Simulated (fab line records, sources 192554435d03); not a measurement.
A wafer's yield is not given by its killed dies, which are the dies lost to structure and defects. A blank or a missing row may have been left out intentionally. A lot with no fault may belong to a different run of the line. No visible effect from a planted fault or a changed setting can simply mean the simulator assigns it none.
Comparing a struck lot with a sound one -- flow n5 finfet -- 15 steps out of a route of 1938
Sound: the wafers L171.4, L171.5, L171.6. Struck: wafer L178.4. (L178.2 of the same lot was not struck and is left out.) The cause comes at the end.
Per side, at each step with rows, come the tool, then ch with its chambers, and then its first start. Under that, the readings that differ: sound wafers -- struck wafers -- difference of the means -- sigmas: that difference in standard deviations of wafers without a fault.
alike: readings whose means differ by less than 2 such deviations, and words and numbers that are the same on both sides. not compared: withheld readings, readings that some wafer has no value for, bounds like >300 that may hide the same value, and numbers for which the record gives no deviation and whose values overlap.
Wherever a step has rows on one side only, a row that says differs or no value, or a row with sigmas, the two part there. Numbers that have no deviation but don't overlap get no sigmas and don't part them. A reading missing from all wafers of one side parts the sides only when that side holds two or more wafers.

first, 7 steps without rows for these wafers: N5_PASSIVATION_COAT_38; N5_PASSIVATION_EBR_40; N5_PASSIVATION_SOFTBAKE_39 (time 120 s); N5_PASSIVATION_EXPOSE_41 (exposes mask PASS OPEN, defocus 0 nm, target cd 40000 nm); N5_PASSIVATION_PEB_42; N5_PASSIVATION_DEVELOP_43 (develop time 60 s); N5_PASSIVATION_HARDBAKE_45 (time 120 s).
N5_PASSIVATION_CD_MEAS_44 targets a cd of 40000 nm.
  sound on cd sem-03 ch 0, day 15 23:38; struck on cd sem-03 ch 0, day 18 05:31
  alike: cd nm
N5_PASSIVATION_OVL_MEAS_66:
  sound on overlay-02 ch 0, day 15 23:40; struck on overlay-01 ch 0, day 18 05:32
  alike: PASS_OPEN_OVL
N5_PASSIVATION_INSPECT_67: inspects for defects (macro).
  sound on defect inspect-01, day 15 23:41; struck on defect inspect-02, day 18 05:34
  alike: raw defect count
N5_PASSIVATION_DESCUM_46: chemistry O2, time 7.9 s.
  sound on rie diel-03 ch 0,2,3, day 15 23:43; struck on rie diel-06 ch 1, day 18 05:47
  alike: drypump motor current A, oes product au, rf vpp V, showerhead plenum p Torr, throttle valve pct
  not compared: rf hours counter h
N5_PASSIVATION_PASS_ETCH_47: etches SiNx in CF4/O2, target depth 770 nm, time 385 s.
  sound on rie diel-03 ch 0,2,3, day 15 23:46; struck on rie diel-06 ch 1, day 18 05:49
  alike: drypump motor current A, oes_ar_750_au, oes_f_703_au, oes product au, rf vpp V, showerhead plenum p Torr, throttle valve pct
  not compared: rf hours counter h
N5_PASSIVATION_ETCH_54: etches SiO2 in CHF3/O2, target depth 880 nm, time 440 s.
  sound on rie diel-03 ch 0,2,3, day 15 23:59; struck on rie diel-06 ch 1, day 18 06:02
reading,sound,struck,difference,sigmas
model.PASSIVATION.feature depth nm (nm),876.2 857.8 873.8,806.6,-62.7,
model.etch.depth nm (nm),876.1 857.8 873.8,806.6,-62.6,
  alike: drypump motor current A, oes_ar_750_au, oes_f_703_au, oes product au, rf vpp V, showerhead plenum p Torr, throttle valve pct
  not compared: rf hours counter h
N5_PASSIVATION_STRIP_48: strips in O2.
  sound on rie diel-03 ch 0,2,3, day 16 00:17; struck on rie diel-06 ch 1, day 18 06:20
  alike: drypump motor current A, oes product au, rf vpp V, showerhead plenum p Torr, throttle valve pct
  not compared: rf hours counter h
following that, these wafers have no rows for 1 step: N5_PASSIVATION_PROBE_49.

## WHERE THEY PART
Nowhere in this record.

WHY: what the simulator had put in
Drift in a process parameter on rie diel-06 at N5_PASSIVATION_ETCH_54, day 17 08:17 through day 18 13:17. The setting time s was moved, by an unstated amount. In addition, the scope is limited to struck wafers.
